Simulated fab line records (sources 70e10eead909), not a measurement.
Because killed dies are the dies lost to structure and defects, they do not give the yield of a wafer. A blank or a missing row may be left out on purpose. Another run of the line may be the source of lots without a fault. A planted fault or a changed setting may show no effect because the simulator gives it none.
Code-filled problem report in 8D (eight disciplines) form | flow nand_harc | the parts of the form that need people (team, actions taken, sign-off) are left out

1. PROBLEM STATEMENT
At NHARC_P_M2_CMP_23, time_to_endpoint_s averages 16.0 s over 5 wafers from 3 lots, while fault-free wafers read 29.4 s, standard deviation 2.7. Relative to the usual mean, that is a shift of -5.0 standard deviations.
The step: polishes, t overpolish 20 s, target thk 144.3 nm.
First seen on wafer L501.6, day 10 11:49, on cmp-04. The record has a number at this step for 36 wafers belonging to 12 lots. By rule, "out" or "out of limits" means more than 4 standard deviations away from the usual mean. The rest of the wafers with a number are treated as sound.

2. WHAT THIS IS AND IS NOT
question                    | is                                     | is not
which readings at this step | time_to_endpoint_s                     | edge_zone_pressure_frac, motor_current_A
which lots                  | L500, L501, L502                       | L484, L486, L487, L488, L489, L491, L492, L503, L504
which wafers of those lots  | L500.3, L500.6, L501.6, L502.3, L502.6 | L500.5, L501.4, L501.5, L502.4
read on which tools         | cmp-03, cmp-04                         | cmp-02
when                        | from day 10 11:49                      | up to then (23 sound wafers); but 8 sound wafers of L500, L502, L503, L504 came after

3. THE SUSPECTS, EACH WITH WHAT RULES IT OUT
Counting: any tool at a process step up to the reading remains a suspect provided it ran every lot that is out. Sound lots after the first of them don't rule it out here, since some wafers of a struck lot are sound.
- ecd_cu-02 at NHARC_P_M2_ECD_22 (material Cu, target thk 400 nm): kept. Every lot that is out went through it, the first being L501 (day 10 11:07); the last sound lot it ran before that was L492 (day 8 06:08).
Left after counting: ecd_cu-02 at NHARC_P_M2_ECD_22.

4. THE CAUSE (what the simulator had put in)
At NHARC_P_M2_ECD_22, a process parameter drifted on ecd_cu-02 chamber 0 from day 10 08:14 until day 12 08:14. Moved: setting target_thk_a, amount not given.
Only this tool survived the counting.

5. SEQUENCE OF EFFECTS, ordered by route
One row per reading whose mean, taken over the struck wafers that have a number, lies over 3 standard deviations from the usual. Readings are gone through only where the record gives a usual standard deviation; hours: the median, over the lots, of the time from a lot's start at the first step in this table giving one to that lot's start at this step; sigmas: the change measured in usual standard deviations.
hours | step              | reading            | usual  | on struck wafers | change | sigmas
0     | NHARC_P_M2_CMP_23 | time_to_endpoint_s | 29.4 s | 16.0             | -13.4  | -5.0
The process steps in it:
- NHARC_P_M2_CMP_23: polishes, t overpolish 20 s, target thk 144.3 nm.
At these later measuring or inspecting steps, every struck wafer for which the step has a row has a number for every such reading, and none has moved that far: NHARC_END_SORT_01.

6. HOW IT WOULD HAVE BEEN CAUGHT EARLIER
First out-of-limits reading in this record: day 10 11:49, which is 4 hours after fault onset at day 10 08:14.
Of the lots that are out (3), L500, L502 began NHARC_P_M2_ECD_22 on ecd_cu-02 after day 10 11:49. A hold on the tool at that time would have spared those 2.
